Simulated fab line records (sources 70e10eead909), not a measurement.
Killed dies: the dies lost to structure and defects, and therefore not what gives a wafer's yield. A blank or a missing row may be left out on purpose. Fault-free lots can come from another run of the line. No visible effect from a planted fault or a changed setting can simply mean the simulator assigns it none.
Check of tool commonality -- flow nand_harc -- 33 wafers sampled across 11 lots

REASON FOR OPENING
On 2 of the 11 lots, a flag is raised at NHARC_P_M0_CD_MEAS_09 on the reading cd_nm. Wafers without a fault read 89.9 nm, standard deviation 0.57.
Rule: flag the lot when none of its wafers has a number, or when each of its wafers that has one lies beyond 4 standard deviations from that mean. The rest of the lots are taken to be sound.

lot,measured,on,"cd_nm (nm), wafer by wafer",flag
L888,day 6 16:44,cd_sem-03,90.5 91.1 90.3,
L890,day 7 14:55,cd_sem-03,90.2 90.4 90.4,
L891,day 8 07:05,cd_sem-01,89.7 90.6 90.3,
L892,day 8 17:11,cd_sem-03,89.9 89.5 89.9,
L894,day 9 18:04,cd_sem-02,107.6 108.8 107.9,FLAGGED
L895,day 10 01:25,cd_sem-01,89.6 89.7 89.2,
L897,day 11 00:25,cd_sem-03,104.4 104.9 105.6,FLAGGED
L903,day 13 06:32,cd_sem-02,90.4 89.7 90.2,
L904,day 13 16:02,cd_sem-02,90.5 89.4 90.6,
L906,day 14 06:26,cd_sem-01,90.1 89.9 89.6,
L909,day 15 16:16,cd_sem-02,90.2 90.3 90.2,
Average over the flagged lots: 106.5 nm; offset from the usual +16.6 nm, equal to +29 standard deviations.

EACH LOT AND THE TOOL IT RAN ON
The record holds 2 process steps before the reading, out of a route of 1302 steps. Read each cell as the tool, then ch plus the chambers that the sampled wafers visited, then the start.
lot,flag,NHARC_P_CONTACT_ETCH_31,NHARC_P_M0_PEB_07
L888,,"rie_diel-09 ch 0,2,3, day 6 16:39 or earlier","litho_track-01 ch 0, day 6 16:39"
L890,,"rie_diel-02 ch 0,1,3, day 7 14:50 or earlier","litho_track-04 ch 0, day 7 14:50"
L891,,"rie_diel-03 ch 0,1,2, day 8 07:00 or earlier","litho_track-06 ch 0, day 8 07:00"
L892,,"rie_diel-09 ch 2,3, day 8 17:05 or earlier","litho_track-01 ch 0, day 8 17:05"
L894,FLAGGED,"rie_diel-03 ch 0,1,3, day 9 17:58 or earlier","litho_track-01 ch 0, day 9 17:58"
L895,,"rie_diel-09 ch 0,1,3, day 10 01:20 or earlier","litho_track-06 ch 0, day 10 01:20"
L897,FLAGGED,"rie_diel-02 ch 0,3, day 11 00:19 or earlier","litho_track-01 ch 0, day 11 00:19"
L903,,"rie_diel-09 ch 0,2, day 13 06:27 or earlier","litho_track-01 ch 0, day 13 06:27"
L904,,"rie_diel-09 ch 0,2,3, day 13 15:57 or earlier","litho_track-04 ch 0, day 13 15:57"
L906,,"rie_diel-02 ch 2,3, day 14 06:22 or earlier","litho_track-04 ch 0, day 14 06:22"
L909,,"rie_diel-03 ch 0,2,3, day 15 16:11 or earlier","litho_track-01 ch 0, day 15 16:11"
These steps, and what they do:
- NHARC_P_CONTACT_ETCH_31: etches the open film in CH3F/O2, target depth 30 nm, time 85.7 s.
- NHARC_P_M0_PEB_07: peb time 65 s.
- NHARC_P_M0_CD_MEAS_09: target cd 90 nm.

FLAGGED AGAINST TOTAL, ONE TOOL AT A TIME (gauges that did the reading follow at the end)
step,tool,lots run,flagged,share of the flagged lots,sound lots run after its first flagged lot
NHARC_P_CONTACT_ETCH_31,rie_diel-02,3,1,some,1 (L906)
NHARC_P_CONTACT_ETCH_31,rie_diel-03,3,1,some,1 (L909)
NHARC_P_CONTACT_ETCH_31,rie_diel-09,5,0,none,-
NHARC_P_M0_PEB_07,litho_track-01,6,2,all,"2 (L903,L909)"
NHARC_P_M0_PEB_07,litho_track-04,3,0,none,-
NHARC_P_M0_PEB_07,litho_track-06,2,0,none,-
NHARC_P_M0_CD_MEAS_09,cd_sem-01,3,0,none,-
NHARC_P_M0_CD_MEAS_09,cd_sem-02,4,1,some,"3 (L903,L904,L909)"
NHARC_P_M0_CD_MEAS_09,cd_sem-03,4,1,some,0
Because NHARC_P_CONTACT_ETCH_31 lacks a start for some lots, the hours and order of its lots are taken from NHARC_P_M0_PEB_07.

WHAT THE TABLE ALLOWS
Rows of the table that ran each flagged lot: 1, that is litho_track-01 at NHARC_P_M0_PEB_07.
- litho_track-01 at NHARC_P_M0_PEB_07 ran 6 lots, 2 of them flagged. Sound lots ran on it after the first flagged one (L903, L909), which a lasting fault on the whole tool wouldn't allow. Its own readings (heater_power_total_W, plate_temp_C) fall more than 4 standard deviations out on all wafers of the flagged lots.
Every row of the table either missed a flagged lot or ran a sound lot after the first.

WHAT HAD BEEN PUT IN BY THE SIMULATOR
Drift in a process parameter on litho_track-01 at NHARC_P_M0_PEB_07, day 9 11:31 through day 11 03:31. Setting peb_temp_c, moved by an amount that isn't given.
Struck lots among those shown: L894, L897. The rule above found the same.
